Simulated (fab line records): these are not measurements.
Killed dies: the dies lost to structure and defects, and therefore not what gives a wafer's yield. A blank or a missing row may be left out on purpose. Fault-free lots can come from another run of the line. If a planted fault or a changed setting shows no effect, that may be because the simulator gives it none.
Which tool was responsible? ; flow n5_finfet ; 10 lots with 30 wafers sampled at 3 steps, on a route of 1938 steps

## WHAT THE GAUGES SHOWED, per wafer
N5_SD_ACTIVATION_RS_MEAS_03: measures by four-point-probe.
lot;measured;on;RS_SD_N (ohm/sq)
L605;day 3 15:21;film_metro-01;21.29 21.55 21.68
L606;day 3 22:08;film_metro-02;21.81 21.54 21.63
L609;day 4 15:01;film_metro-02;22.12 22.61 22.37
L610;day 4 23:05;film_metro-02;21.94 21.82 21.84
L611;day 5 02:31;film_metro-01;22.14 21.96 21.45
L614;day 6 02:16;film_metro-01;19.37 19.33 19.49
L615;day 6 09:59;film_metro-02;19.82 19.97 19.86
L625;day 8 17:50;film_metro-01;21.95 22.53 22.48
L626;day 8 23:15;film_metro-02;21.74 22.16 21.98
L627;day 9 10:59;film_metro-01;21.91 22.42 22.26

## WHAT TOOL EACH LOT RAN ON (gives the tool, then ch and the chambers of the sampled wafers, and finally the start)
lot;N5_SD_EPI_P_DESCUM_14;N5_SD_ACTIVATION_LSA_01
L605;rie_diel-04 ch 1,2,3, day 3 11:10;laser_anneal-02 ch 0, day 3 15:10
L606;rie_diel-04 ch 0,1, day 3 17:52;laser_anneal-01 ch 0, day 3 21:55
L609;rie_diel-01 ch 0,3, day 4 10:49;laser_anneal-02 ch 0, day 4 14:50
L610;rie_diel-01 ch 0,1,3, day 4 18:44;laser_anneal-01 ch 0, day 4 22:54
L611;rie_diel-04 ch 1,2,3, day 4 22:19;laser_anneal-02 ch 0, day 5 02:20
L614;rie_diel-01 ch 1,3, day 5 22:07;laser_anneal-02 ch 0, day 6 02:03
L615;rie_diel-01 ch 1,2,3, day 6 05:51;laser_anneal-02 ch 0, day 6 09:47
L625;rie_diel-04 ch 0,1,2, day 8 12:46;laser_anneal-02 ch 0, day 8 17:37
L626;rie_diel-04 ch 1,3, day 8 18:11;laser_anneal-02 ch 0, day 8 23:04
L627;rie_diel-01 ch 1,2, day 9 06:49;laser_anneal-02 ch 0, day 9 10:47
- N5_SD_EPI_P_DESCUM_14: chemistry O2, time 7.9 s.
- N5_SD_ACTIVATION_LSA_01: time 0.0008 s.

## THE ANSWER, worked out from the rows above alone
Rule: usual is defined by the lots themselves. The widest of any qualifying gaps counts: lots, ordered by their means at a reading, are off when they make up no more than a third of the lots, leave a main group of 4 or more, and stand apart from it by 3 or more times the standard deviation of that group's means. Not used: any main group whose means are identical at the precision the tables above print for the reading. Also off: a lot with no number at a reading for which 4 or more lots have one. All remaining lots with rows at the step are treated as sound.
Off: L614, L615, seen at N5_SD_ACTIVATION_RS_MEAS_03 (RS_SD_N). For the main group the mean is 21.97 ohm/sq and the standard deviation 0.29.
A tool fits if, at a process step before that reading, it ran every lot that is off, and no sound lot after the first of them. Gauges at N5_SD_ACTIVATION_RS_MEAS_03: tried the same way as those tools. Of those tried, none fits.

## WHAT THE SIMULATOR PUT IN
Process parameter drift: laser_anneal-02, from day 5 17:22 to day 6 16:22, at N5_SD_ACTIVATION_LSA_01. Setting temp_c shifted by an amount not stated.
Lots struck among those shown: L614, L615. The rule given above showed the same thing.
